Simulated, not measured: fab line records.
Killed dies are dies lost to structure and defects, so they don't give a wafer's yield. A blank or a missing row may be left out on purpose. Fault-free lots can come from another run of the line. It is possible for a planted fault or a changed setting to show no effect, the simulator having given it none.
fab line records	flow n5_finfet
record: lots: 7	wafers: 39
route steps=1938 shown FIN_SAQP@96 SD_EPI_N@288 HKMG_FIN@403 BEOL_M0_SAQP@632 BEOL_M1@838 BEOL_M3@980 BEOL_M4@1108
start_h: hours from the record's opening day to when the first of the lot's shown wafers began	wait_h: how many hours have passed since the lot's step before this one	" same as the row above	L1.1+2: a row that stands for several wafers	- value missing, or start not given	* or withheld: withheld	< > ~ a bound
route shown NAME@n: a module of which the file shows steps, and the number in the route of the first	usual: mean and standard deviation over wafers with no fault	same: alike in all rows	chamber/n: place in a boat	sites: each site's reading	_std_site: standard deviation of those values	_edge_site: outer sites' mean less inner sites'	radius_mm: how far each site lies from the wafer's centre	mask NAME#n: copy n	behind: the most recent tool/chamber to have shaped the wafer	hold: reason for holding the lot/hours on hold/outcome of the hold	device: names the non-switching transistor (n, p or np)	end of line: tests of these same wafers at the route's end	a step with no rows: only its recipe	killed: at the first sort, the dies lost to defects and structure; wafer yield is something else	map: shows each die of a wafer: x if killed, . if not, _ if none is there
set.NAME: the setting as run; set.NAME@STEP: as run at that earlier step	model.NAME: the simulator's own value behind a step, which no gauge read
lots whose settings were changed on purpose; a table a step, a row a wafer
== steps ==
step: N5_FIN_SAQP_HM_DEP_03
recipe: material: SiNx	target_thk_a: 380	temp_c: 400	precursor: SiH4/NH3/N2	pressure_torr: 1.5	rf_w: 300	time_s: 33.6
lot.wafer	tool	chamber	start_h	wait_h	set.target_thk_a	model.SiNx_of_FIN_SAQP_HM_DEP_03.thk_nm
L075.1	pecvd-01	2	26.61	0.2	186.9	18.99
L075.2	"	1	"	"	380	38.04
L075.3	"	0	"	"	186.9	17.72
L075.4	"	2	"	"	186.9	19
L075.5	"	0	"	"	380	37.23
L075.6	"	1	"	"	380	38.18
L078.1	pecvd-04	0	45.41	0.2	380	37.15
L078.5	"	0	"	"	380	37.76
L078.6	"	1	"	"	380	37.9
L080.1	pecvd-01	0	57.96	0.2	380	36.59
L080.2	"	2	"	"	189.6	19.26
L080.3	"	1	"	"	380	37.47
L080.4	"	1	"	"	189.6	18.88
L080.5	"	0	"	"	380	37.28
L080.6	"	2	"	"	189.6	19.59
L084.1	pecvd-01	1	80.63	0.2	573.6	56.87
L084.2	"	2	"	"	380	37.45
L084.3	"	0	"	"	380	36.66
L084.4	"	2	"	"	573.6	57.53
L084.5	"	0	"	"	380	36.94
L084.6	"	1	"	"	573.6	57.65
L085.1	pecvd-04	2	87.26	0.2	598.1	59.2
L085.2	"	1	"	"	380	37.83
L085.3	"	0	"	"	598.1	58.57
L085.4	"	0	"	"	380	37.51
L085.5	"	1	"	"	380	38.29
L085.6	"	2	"	"	598.1	60.36
L088.1	pecvd-03	1	105.19	0.2	380	38.03
L088.2	"	2	"	"	380	38.39
L088.3	"	0	"	"	380	37.11
L088.4	"	0	"	"	380	38.12
L088.5	"	2	"	"	380	38.75
L088.6	"	1	"	"	380	38.63
L095.1	pecvd-01	2	146.81	0.3	212.2	21.16
L095.2	"	0	"	"	380	37.61
L095.3	"	1	"	"	212.2	21.11
L095.4	"	2	"	"	380	38.52
L095.5	"	0	"	"	212.2	21.46
L095.6	"	1	"	"	380	39.05
step: N5_FIN_SAQP_THK_MEAS_05
usual: thk_nm: 38.0/0.56
lot.wafer	tool	chamber	start_h	wait_h	set.target_thk_a@FIN_SAQP_HM_DEP_03	thk_nm
L075.1	film_metro-01	-	26.70	0.1	186.9	19.0
L075.2	"	-	"	"	380	38.0
L075.3	"	-	"	"	186.9	17.7
L075.4	"	-	"	"	186.9	19.0
L075.5	"	-	"	"	380	37.2
L075.6	"	-	"	"	380	38.1
L078.1	film_metro-01	-	45.52	0.1	380	37.2
L078.5	"	-	"	"	380	37.8
L078.6	"	-	"	"	380	38.0
L080.1	film_metro-02	-	58.05	0.1	380	36.6
L080.2	"	-	"	"	189.6	19.3
L080.3	"	-	"	"	380	37.5
L080.4	"	-	"	"	189.6	18.9
L080.5	"	-	"	"	380	37.3
L080.6	"	-	"	"	189.6	19.6
L084.1	film_metro-02	-	80.72	0.1	573.6	56.9
L084.2	"	-	"	"	380	37.5
L084.3	"	-	"	"	380	36.6
L084.4	"	-	"	"	573.6	57.5
L084.5	"	-	"	"	380	36.9
L084.6	"	-	"	"	573.6	57.6
L085.1	film_metro-01	-	87.35	0.1	598.1	59.2
L085.2	"	-	"	"	380	37.8
L085.3	"	-	"	"	598.1	58.6
L085.4	"	-	"	"	380	37.5
L085.5	"	-	"	"	380	38.3
L085.6	"	-	"	"	598.1	60.4
L088.1	film_metro-02	-	105.28	0.1	380	38.0
L088.2	"	-	"	"	380	38.4
L088.3	"	-	"	"	380	37.1
L088.4	"	-	"	"	380	38.1
L088.5	"	-	"	"	380	38.8
L088.6	"	-	"	"	380	38.6
L095.1	film_metro-02	-	146.90	0.1	212.2	21.2
L095.2	"	-	"	"	380	37.6
L095.3	"	-	"	"	212.2	21.1
L095.4	"	-	"	"	380	38.5
L095.5	"	-	"	"	212.2	21.5
L095.6	"	-	"	"	380	39.1
step: N5_FIN_SAQP_PECVD_47
recipe: material: a-Si	target_thk_a: 450	temp_c: 400	precursor: SiH4/He	pressure_torr: 3	rf_w: 100	time_s: 36.3
step: N5_FIN_SAQP_PECVD_48
recipe: material: SiNx	target_thk_a: 250	temp_c: 400	precursor: SiH4/NH3/N2	pressure_torr: 1.5	rf_w: 300	time_s: 22.1
step: N5_FIN_SAQP_MANDREL2_REMOVE_60
recipe: chemistry: HBr/Cl2/O2	bt_time_s: 10	target: a-Si	stop_on: SiNx	endpoint: OES-SiCl	over_etch_frac: 1	icp_w: 600	bias_w: 22	HBr_flow_sccm: 150	Cl2_flow_sccm: 80	O2_flow_sccm: 5	pressure_mtorr: 10
step: N5_FIN_SAQP_HM_OPEN_33
recipe: chemistry: CH3F/O2	target: SiNx	mask_material: SiO2	target_depth_a: 494	time_s: 70.6	pressure_mtorr: 30	source_w: 395	bias_w: 73	Ar_flow_sccm: 150	CH3F_flow_sccm: 30	O2_flow_sccm: 20	ion_energy_ev: 120	ends: cleared
usual: etch_rf_on_time_s: 68.5/1.6
lot.wafer	tool	chamber	start_h	wait_h	set.target_thk_a@FIN_SAQP_HM_DEP_03	etch_rf_on_time_s	model.etch.depth_nm
L075.1	rie_diel-04	2	31.72	0.3	186.9	32.6	18.07
L075.2	"	1	"	"	380	70.4	37.32
L075.3	"	0	"	"	186.9	32.0	16.9
L075.4	"	3	"	"	186.9	32.9	18.08
L075.5	"	3	"	"	380	66.4	36.4
L075.6	"	0	"	"	380	70.7	37.46
L078.1	rie_diel-06	3	50.40	0.0	380	67.7	36.42
L078.5	"	0	"	"	380	69.4	37.04
L078.6	"	1	"	"	380	67.1	37.08
L080.1	rie_diel-06	2	63.13	0.2	380	66.2	35.97
L080.2	"	1	"	"	189.6	33.2	18.63
L080.3	"	3	"	"	380	68.2	36.85
L080.4	"	0	"	"	189.6	33.5	18.26
L080.5	"	0	"	"	380	67.1	36.66
L080.6	"	1	"	"	189.6	33.6	18.97
L084.1	rie_diel-04	2	85.06	0.0	573.6	102.2	56.24
L084.2	"	3	"	"	380	66.5	36.82
L084.3	"	1	"	"	380	67.5	36.03
L084.4	"	0	"	"	573.6	105.9	56.9
L084.5	"	2	"	"	380	65.3	36.32
L084.6	"	3	"	"	573.6	103.3	57.02
L085.1	rie_diel-06	3	92.23	0.1	598.1	108.7	58.58
L085.2	"	2	"	"	380	69.0	37.17
L085.3	"	1	"	"	598.1	103.5	57.92
L085.4	"	0	"	"	380	68.5	36.86
L085.5	"	2	"	"	380	69.8	37.64
L085.6	"	1	"	"	598.1	106.1	59.74
L088.1	rie_diel-05	3	110.50	0.0	380	69.1	37.2
L088.2	"	2	"	"	380	67.7	37.67
L088.3	"	0	"	"	380	67.8	36.49
L088.4	"	1	"	"	380	67.7	37.2
L088.5	"	0	"	"	380	71.0	38.12
L088.6	"	1	"	"	380	68.6	37.91
L095.1	rie_diel-06	3	152.44	0.0	212.2	38.0	20.54
L095.2	"	0	"	"	380	68.9	36.98
L095.3	"	1	"	"	212.2	36.6	20.48
L095.4	"	3	"	"	380	70.7	37.89
L095.5	"	0	"	"	212.2	38.7	20.83
L095.6	"	1	"	"	380	67.9	38.42
step: N5_SD_EPI_N_EPI_21
recipe: material: Si:P	dopant: P	temp_c: 680	pressure_torr: 255	time_s: 690
lot.wafer	tool	chamber	start_h	wait_h	set.epi_growth_time_s	model.Si-P_of_SD_EPI_N_EPI_21.thk_nm
L075.1	epi_rpcvd-04	0	57.86	0.1	558.4	51.8
L075.2+4	"	0	"	"	558.4	51.4
L075.3	"	0	"	"	690	59.6
L075.5	"	0	"	"	690	59.2
L075.6	"	0	"	"	690	58.8
L078.1	epi_rpcvd-03	0	74.11	0.1	690	60.2
L078.5+6	"	0	75.23	1.1	690	60
L080.1	epi_rpcvd-03	0	91.05	0.1	850.6	68.6
L080.2	"	0	"	"	850.6	68.2
L080.3	"	0	"	"	690	58.6
L080.4	"	0	"	"	850.6	67.8
L080.5	"	0	"	"	690	57.8
L080.6	"	0	"	"	690	58.2
L084.1+4	epi_rpcvd-04	0	116.94	0.2	690	58.6
L084.2	"	0	"	"	690	59
L084.3	"	0	"	"	1025	77.4
L084.5	"	0	"	"	1025	77.8
L084.6	"	0	"	"	1025	78.2
L085.1+4+6	epi_rpcvd-01	0	118.37	0.1	690	58.6
L085.2	"	0	"	"	690	58
L085.3	"	0	"	"	690	57.8
L085.5	"	0	"	"	690	58.2
L088.1	epi_rpcvd-01	0	134.36	0.1	690	59
L088.2+3+6	"	0	"	"	690	59.6
L088.4	"	0	"	"	690	58.6
L088.5	"	0	"	"	690	58.8
L095.1	epi_rpcvd-01	0	180.90	0.1	690	59.6
L095.2+6	"	0	"	"	690	59.2
L095.3	"	0	"	"	690	60
L095.4+5	"	0	"	"	690	59.4
step: N5_SD_EPI_N_EPI_MEAS_23
recipe: mode: xrd
usual: thk_nm: 59.0/1.3
lot.wafer	tool	chamber	start_h	wait_h	set.epi_growth_time_s@SD_EPI_N_EPI_21	thk_nm
L075.1	film_metro-02	-	59.58	1.4	558.4	49.7
L075.2	"	-	"	"	558.4	51.1
L075.3	"	-	"	"	690	58.9
L075.4	"	-	"	"	558.4	51.8
L075.5	"	-	"	"	690	58.4
L075.6	"	-	"	"	690	58.9
L078.1	film_metro-01	-	75.82	1.4	690	59.4
L078.5	"	-	"	"	690	60.5
L078.6	"	-	"	"	690	60.6
L080.1	film_metro-01	-	92.77	1.4	850.6	69.2
L080.2	"	-	"	"	850.6	68.2
L080.3	"	-	"	"	690	58.4
L080.4	"	-	"	"	850.6	68.4
L080.5	"	-	"	"	690	58.0
L080.6	"	-	"	"	690	58.4
L084.1	film_metro-01	-	119.21	1.9	690	56.9
L084.2	"	-	"	"	690	58.4
L084.3	"	-	"	"	1025	75.9
L084.4	"	-	"	"	690	58.2
L084.5	"	-	"	"	1025	78.2
L084.6	"	-	"	"	1025	76.6
L085.1	film_metro-01	-	120.10	1.5	690	58.5
L085.2	"	-	"	"	690	59.8
L085.3	"	-	"	"	690	57.5
L085.4	"	-	"	"	690	57.6
L085.5	"	-	"	"	690	57.3
L085.6	"	-	"	"	690	61.3
L088.1	film_metro-01	-	136.07	1.4	690	58.3
L088.2	"	-	"	"	690	60.5
L088.3	"	-	"	"	690	61.4
L088.4	"	-	"	"	690	57.4
L088.5	"	-	"	"	690	59.3
L088.6	"	-	"	"	690	59.9
L095.1	film_metro-02	-	182.61	1.4	690	60.5
L095.2	"	-	"	"	690	59.2
L095.3	"	-	"	"	690	61.5
L095.4	"	-	"	"	690	59.1
L095.5	"	-	"	"	690	58.5
L095.6	"	-	"	"	690	58.3
step: N5_HKMG_FIN_ETCH_55
recipe: chemistry: N2/H2	target: SOC	target_depth_a: 2400	temp_c: 40	time_s: 300	ion_energy_ev: 200	mask_material: SiARC	pressure_mtorr: 30	source_w: 840	bias_w: 150	n2_flow_sccm: 200	h2_flow_sccm: 200
lot.wafer	tool	chamber	start_h	wait_h	set.time_s	model.etch.depth_nm	model.HKMG_FIN.feature_depth_nm	model.SiARC_of_HKMG_FIN_COAT_42.thk_nm
L075.1	rie_diel-05	3	77.79	0.0	300	238.7	238.8	21.4
L075.2	"	2	"	"	177.1	146.7	146.6	26.4
L075.3	"	1	"	"	177.1	143.9	143.8	26.8
L075.4	"	1	"	"	300	242.6	242.6	21
L075.5	"	3	"	"	177.1	141.6	141.6	27
L075.6	"	2	"	"	300	247	247	20.6
L078.1	rie_diel-04	3	93.79	0.0	300	249.8	249.8	20.6
L078.5	"	0	"	"	300	242.4	242.4	21
L078.6	"	1	"	"	300	232.8	232.8	21.8
L080.1	rie_diel-05	1	111.28	0.0	447.1	366.5	366.4	14
L080.2	"	3	"	"	300	237.3	237.4	21.4
L080.3	"	0	"	"	447.1	356.7	356.8	14.8
L080.4	"	2	"	"	447.1	367.6	367.6	13.4
L080.5	"	1	"	"	300	246.8	246.8	20.8
L080.6	"	0	"	"	300	238	238	21.6
L084.1	rie_diel-06	0	138.03	0.0	300	242.4	242.4	20.8
L084.2	"	1	"	"	452.4	385.5	385.4	13.2
L084.3	"	2	"	"	300	240.4	240.4	21.4
L084.4	"	3	"	"	300	238.8	238.8	21.2
L084.5	"	1	"	"	452.4	385.7	385.6	13
L084.6	"	2	"	"	452.4	363.4	363.4	14.4
L085.1	rie_diel-05	3	138.26	0.0	300	236.4	236.4	21.4
L085.2	"	0	"	"	300	237.7	237.8	21.6
L085.3	"	1	"	"	370.6	301.4	301.4	17.6
L085.4	"	1	"	"	300	244.4	244.4	21
L085.5	"	0	"	"	370.6	293.5	293.6	18.4
L085.6	"	3	"	"	370.6	290.3	290.4	18.4
L088.1	rie_diel-06	3	154.00	0.0	300	238.8	238.8	21.2
L088.2	"	0	"	"	300	240.9	240.8	20.8
L088.3	"	1	"	"	300	254.1	254	20.6
L088.4	"	3	"	"	300	241.9	242	21.2
L088.5	"	0	"	"	300	240.5	240.4	20.8
L088.6	"	1	"	"	300	254	254	20.4
L095.1	rie_diel-04	3	201.22	0.0	164.9	134.6	134.6	27.2
L095.2	"	2	"	"	300	244.9	245	20.8
L095.3	"	1	"	"	300	228.6	228.6	22
L095.4	"	1	"	"	300	230	230	21.8
L095.5	"	2	"	"	164.9	134.2	134.2	27.2
L095.6	"	3	"	"	164.9	133.9	133.8	27.2
step: N5_BEOL_M0_SAQP_PECVD_00
recipe: material: SiCN	target_thk_a: 80	temp_c: withheld	precursor: 3MS/NH3	pressure_torr: 3	rf_w: 202	time_s: 14
lot.wafer	tool	chamber	start_h	wait_h	set.time_s	model.SiCN_of_BEOL_M0_SAQP_PECVD_00.thk_nm
L075.1	pecvd-03	2	109.36	0.2	14	8.4
L075.2+4	"	1	"	"	14	8.2
L075.3	"	0	"	"	14	7.8
L075.5	"	2	"	"	14	8.6
L075.6	"	0	"	"	14	8
L078.1+6	pecvd-02	1	125.45	0.2	14	8
L078.5	"	0	"	"	14	8.2
L080.1	pecvd-02	1	143.65	0.2	14	7.8
L080.2+3	"	0,2	"	"	11.02	6.2
L080.4	"	2	"	"	14	8
L080.5	"	1	"	"	14	8.2
L080.6	"	0	"	"	11.02	6.4
L085.1+4+6	pecvd-03	1,0,2	170.87	0.2	19.38	11.2
L085.2	"	2	"	"	14	8.2
L085.3+5	"	0,1	"	"	14	8
L084.1+4	pecvd-04	2	176.92	0.2	9.383	5.2
L084.2+6	"	0,1	"	"	14	7.8
L084.3	"	1	"	"	14	7.6
L084.5	"	0	"	"	9.383	5.4
L088.1	pecvd-02	2	192.14	0.2	14	7.8
L088.2+3+4+6	"	1,0,2,1	"	"	14	8
L088.5	"	0	"	"	14	8.2
L095.1	pecvd-03	1	235.55	0.2	14	8.2
L095.2+5	"	2,0	"	"	22.23	12.8
L095.3	"	0	"	"	22.23	12.6
L095.4+6	"	1,2	"	"	14	8.4
step: N5_BEOL_M1_DEP_57
recipe: material: SiCN	target_thk_a: 80	temp_c: withheld	precursor: 3MS/NH3	pressure_torr: 3	rf_w: 202	time_s: 14
lot.wafer	tool	chamber	start_h	wait_h	set.target_thk_a	model.SiCN_of_BEOL_M1_DEP_57.thk_nm
L075.1+2	pecvd-02	2,1	146.54	0.0	80	8.4
L075.3	"	0	"	"	99.11	10
L075.4	"	2	"	"	99.11	10.2
L075.5	"	0	"	"	80	8.2
L075.6	"	1	"	"	99.11	10.4
L078.1+5	pecvd-01	1,2	154.38	0.0	80	8
L078.6	"	0	"	"	80	8.2
L080.1+2	pecvd-01	2,1	177.13	0.0	80	8
L080.3	"	0	"	"	38.23	4
L080.4+5	"	2,1	"	"	38.23	3.8
L080.6	"	0	"	"	80	8.2
L085.1+2+6	pecvd-02	2,0,2	193.57	0.0	34.97	3.8
L085.3+5	"	1	"	"	80	8.2
L085.4	"	0	"	"	80	8
L084.1+6	pecvd-02	2	200.22	0.0	80	8.2
L084.2+5	"	1,0	"	"	60.16	6.2
L084.3	"	0	"	"	80	8
L084.4	"	1	"	"	60.16	6.4
L088.1	pecvd-02	0	215.21	0.0	66.71	6.4
L088.2+6	"	1,0	"	"	80	8
L088.3	"	0	"	"	66.71	6.6
L088.4	"	1	"	"	66.71	6.8
L088.5	"	1	"	"	80	8.2
L095.1+5	pecvd-04	2,1	265.43	0.0	61.42	6
L095.2	"	1	"	"	61.42	5.8
L095.3+4	"	2,1	"	"	80	7.8
L095.6	"	2	"	"	80	8
step: N5_BEOL_M3_TRENCH_ETCH_37
recipe: chemistry: C4F6/O2	target_depth_a: 555.55	target: SiOC	time_s: 29.2	ion_energy_ev: 250	pressure_mtorr: 30	source_w: 355	bias_w: 185	Ar_flow_sccm: 300	C4F6_flow_sccm: 10	O2_flow_sccm: 10
lot.wafer	tool	chamber	start_h	wait_h	set.time_s	model.BEOL_M3.feature_depth_nm	model.etch.depth_nm	model.TiN_of_BEOL_M3_HM_DEP_02.thk_nm
L075.1	rie_diel-02	2	-	-	29.2	53.8	53.82	17.8
L075.2	"	3	"	"	29.2	55.6	55.62	17.8
L075.3	"	1	"	"	29.2	54.4	54.37	18.2
L075.4	"	1	"	"	38.71	71.4	71.37	17
L075.5	"	3	"	"	38.71	73.6	73.67	17
L075.6	"	2	"	"	38.71	71	70.93	17.4
L078.1	rie_diel-02	0	-	-	29.2	55.2	55.2	17.2
L078.5	"	0	"	"	29.2	55.4	55.32	18
L078.6	"	3	"	"	29.2	55.2	55.27	17.4
L080.1	rie_diel-03	1	-	-	12.3	22.8	22.71	19
L080.2	"	0	"	"	12.3	22.8	22.88	19
L080.3	"	3	"	"	29.2	53	53.08	18
L080.4	"	2	"	"	29.2	57	57.08	17.6
L080.5	"	2	"	"	12.3	24	24.06	18.8
L080.6	"	3	"	"	29.2	53	53.09	17.8
L085.1	rie_diel-03	1	-	-	17.66	32.8	32.72	18.8
L085.2	"	0	"	"	29.2	54.4	54.3	18
L085.3	"	3	"	"	17.66	32.2	32.13	18.8
L085.4	"	2	"	"	29.2	57.6	57.62	18.2
L085.5	"	0	"	"	17.66	33	33.06	19
L085.6	"	1	"	"	29.2	54.6	54.63	17.8
L084.1	rie_diel-01	0	-	-	20.73	39.2	39.18	18.4
L084.2	"	1	"	"	29.2	55.2	55.15	18
L084.3	"	3	"	"	29.2	56.6	56.65	18
L084.4	"	2	"	"	20.73	39	38.96	18.2
L084.5	"	0	"	"	29.2	55.2	55.22	17.6
L084.6	"	3	"	"	20.73	40.2	40.29	18.4
L088.1	rie_diel-01	0	-	-	29.2	55	54.97	17.2
L088.2	"	2	"	"	12.11	22.6	22.63	19.2
L088.3	"	1	"	"	12.11	23	23.01	19.6
L088.4	"	3	"	"	12.11	23.4	23.39	19.4
L088.5	"	0	"	"	29.2	55	54.96	17.4
L088.6	"	3	"	"	29.2	56.8	56.9	17.8
L095.1	rie_diel-03	2	-	-	29.2	57	57.09	17.6
L095.2	"	3	"	"	29.2	53.4	53.49	17
L095.3	"	0	"	"	29.2	54.8	54.86	17.6
L095.4	"	1	"	"	29.2	57.6	57.51	17.4
L095.5	"	1	"	"	29.2	56.8	56.89	17.8
L095.6	"	2	"	"	29.2	57	57	17.8
step: N5_BEOL_M3_ETCH_41
recipe: chemistry: CH3F/O2	target: SiCN	target_depth_a: 299	taper_deg: 2	time_s: 52.5	ion_energy_ev: 120	mask_material: TiN	pressure_mtorr: 30	source_w: 395	bias_w: 75	Ar_flow_sccm: 150	CH3F_flow_sccm: 30	O2_flow_sccm: 20
step: N5_BEOL_M3_STRIP_97
recipe: chemistry: N2/H2	time_s: 10	power_w: 450	temp_c: 40	pressure_mtorr: 20	rf_frequency_hz: 6e+07	bias_power_w: 7	n2_flow_sccm: 200	h2_flow_sccm: 200
step: N5_BEOL_M3_OCD_MEAS_38
usual: trench_depth_nm: 55.1/1.2
lot.wafer	tool	chamber	start_h	wait_h	set.time_s@BEOL_M3_TRENCH_ETCH_37	trench_depth_nm
L075.1	ocd-02	-	172.58	-	29.2	53.4
L075.2	"	-	"	"	29.2	55.8
L075.3	"	-	"	"	29.2	54.4
L075.4	"	-	"	"	38.71	71.6
L075.5	"	-	"	"	38.71	73.8
L075.6	"	-	"	"	38.71	70.7
L078.1	ocd-02	-	182.30	-	29.2	55.3
L078.5	"	-	"	"	29.2	55.3
L078.6	"	-	"	"	29.2	54.9
L080.1	ocd-01	-	197.41	-	12.3	22.5
L080.2	"	-	"	"	12.3	23.3
L080.3	"	-	"	"	29.2	53.0
L080.4	"	-	"	"	29.2	56.8
L080.5	"	-	"	"	12.3	24.7
L080.6	"	-	"	"	29.2	53.2
L085.1	ocd-01	-	220.59	-	17.66	32.6
L085.2	"	-	"	"	29.2	54.4
L085.3	"	-	"	"	17.66	32.3
L085.4	"	-	"	"	29.2	57.2
L085.5	"	-	"	"	17.66	32.5
L085.6	"	-	"	"	29.2	54.7
L084.1	ocd-01	-	224.93	-	20.73	39.4
L084.2	"	-	"	"	29.2	55.2
L084.3	"	-	"	"	29.2	57.1
L084.4	"	-	"	"	20.73	39.1
L084.5	"	-	"	"	29.2	55.4
L084.6	"	-	"	"	20.73	40.0
L088.1	ocd-01	-	230.23	-	29.2	55.0
L088.2	"	-	"	"	12.11	22.7
L088.3	"	-	"	"	12.11	22.8
L088.4	"	-	"	"	12.11	23.3
L088.5	"	-	"	"	29.2	55.0
L088.6	"	-	"	"	29.2	56.7
L095.1	ocd-01	-	288.25	-	29.2	57.1
L095.2	"	-	"	"	29.2	53.7
L095.3	"	-	"	"	29.2	55.1
L095.4	"	-	"	"	29.2	57.5
L095.5	"	-	"	"	29.2	57.4
L095.6	"	-	"	"	29.2	56.9
step: N5_BEOL_M4_DEP_57
recipe: material: SiCN	target_thk_a: 80	temp_c: withheld	precursor: 3MS/NH3	pressure_torr: 3	rf_w: 202	time_s: 14
lot.wafer	tool	chamber	start_h	wait_h	set.time_s	model.SiCN_of_BEOL_M4_DEP_57.thk_nm
L075.1+2+3+5	pecvd-02	0,2,1,0	185.94	0.0	14	8
L075.4+6	"	1,2	"	"	14	8.2
L078.1	pecvd-02	1	201.49	0.0	14	8
L078.5+6	"	2,1	"	"	14	7.8
L080.1	pecvd-01	1	219.07	0.0	9.905	5.6
L080.2	"	0	"	"	14	7.6
L080.3	"	2	"	"	9.905	5.8
L080.4	"	0	"	"	9.905	5.4
L080.5	"	1	"	"	14	8
L080.6	"	2	"	"	14	8.2
L085.1	pecvd-01	1	237.44	0.0	14	7.8
L085.2	"	2	"	"	11.73	6.8
L085.3	"	0	"	"	11.73	6.4
L085.4	"	2	"	"	11.73	7
L085.5+6	"	0,1	"	"	14	8
L084.1	pecvd-02	1	241.97	0.0	17.75	10
L084.2	"	0	"	"	17.75	10.2
L084.3	"	2	"	"	14	7.8
L084.4+6	"	0,1	"	"	14	8.2
L084.5	"	2	"	"	17.75	9.8
L088.1	pecvd-02	2	244.98	0.0	14	8
L088.2+3	"	1,0	"	"	19.28	11
L088.4	"	0	"	"	14	8.4
L088.5	"	1	"	"	19.28	11.2
L088.6	"	2	"	"	14	7.8
L095.1+4	pecvd-02	2	312.25	0.0	14	7.8
L095.2+6	"	0	"	"	14	8.4
L095.3+5	"	1	"	"	14	8.2
== key ==
split: step: N5_FIN_SAQP_HM_DEP_03	setting: target_thk_a	stated: 380	by: wafer
response: step: N5_FIN_SAQP_HM_DEP_03	reading: model.SiNx_of_FIN_SAQP_HM_DEP_03.thk_nm	change: +0.379	per: 1%	r: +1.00
response: step: N5_FIN_SAQP_THK_MEAS_05	reading: thk_nm	change: *	per: 1%	r: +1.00
response: step: N5_FIN_SAQP_HM_OPEN_33	reading: etch_rf_on_time_s	change: *	per: 1%	r: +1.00
response: step: N5_FIN_SAQP_HM_OPEN_33	reading: model.etch.depth_nm	change: +0.38	per: 1%	r: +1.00
split: step: N5_SD_EPI_N_EPI_21	setting: epi_growth_time_s	stated: 690	by: wafer
response: step: N5_SD_EPI_N_EPI_21	reading: model.Si-P_of_SD_EPI_N_EPI_21.thk_nm	change: +0.4	per: 1%	r: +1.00
response: step: N5_SD_EPI_N_EPI_MEAS_23	reading: thk_nm	change: *	per: 1%	r: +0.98
split: step: N5_HKMG_FIN_ETCH_55	setting: time_s	stated: 300	by: wafer
response: step: N5_HKMG_FIN_ETCH_55	reading: model.etch.depth_nm	change: +2.48	per: 1%	r: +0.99
response: step: N5_HKMG_FIN_ETCH_55	reading: model.HKMG_FIN.feature_depth_nm	change: +2.48	per: 1%	r: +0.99
response: step: N5_HKMG_FIN_ETCH_55	reading: model.SiARC_of_HKMG_FIN_COAT_42.thk_nm	change: -0.141	per: 1%	r: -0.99
split: step: N5_BEOL_M0_SAQP_PECVD_00	setting: time_s	stated: 14	by: wafer
response: step: N5_BEOL_M0_SAQP_PECVD_00	reading: model.SiCN_of_BEOL_M0_SAQP_PECVD_00.thk_nm	change: +0.0768	per: 1%	r: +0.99
split: step: N5_BEOL_M1_DEP_57	setting: target_thk_a	stated: 80	by: wafer
response: step: N5_BEOL_M1_DEP_57	reading: model.SiCN_of_BEOL_M1_DEP_57.thk_nm	change: +0.079	per: 1%	r: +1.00
split: step: N5_BEOL_M3_TRENCH_ETCH_37	setting: time_s	stated: 29.2	by: wafer
response: step: N5_BEOL_M3_TRENCH_ETCH_37	reading: model.BEOL_M3.feature_depth_nm	change: +0.552	per: 1%	r: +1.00
response: step: N5_BEOL_M3_TRENCH_ETCH_37	reading: model.etch.depth_nm	change: +0.552	per: 1%	r: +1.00
response: step: N5_BEOL_M3_TRENCH_ETCH_37	reading: model.TiN_of_BEOL_M3_HM_DEP_02.thk_nm	change: -0.0247	per: 1%	r: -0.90
response: step: N5_BEOL_M3_OCD_MEAS_38	reading: trench_depth_nm	change: +0.551	per: 1%	r: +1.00
split: step: N5_BEOL_M4_DEP_57	setting: time_s	stated: 14	by: wafer
response: step: N5_BEOL_M4_DEP_57	reading: model.SiCN_of_BEOL_M4_DEP_57.thk_nm	change: +0.0775	per: 1%	r: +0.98
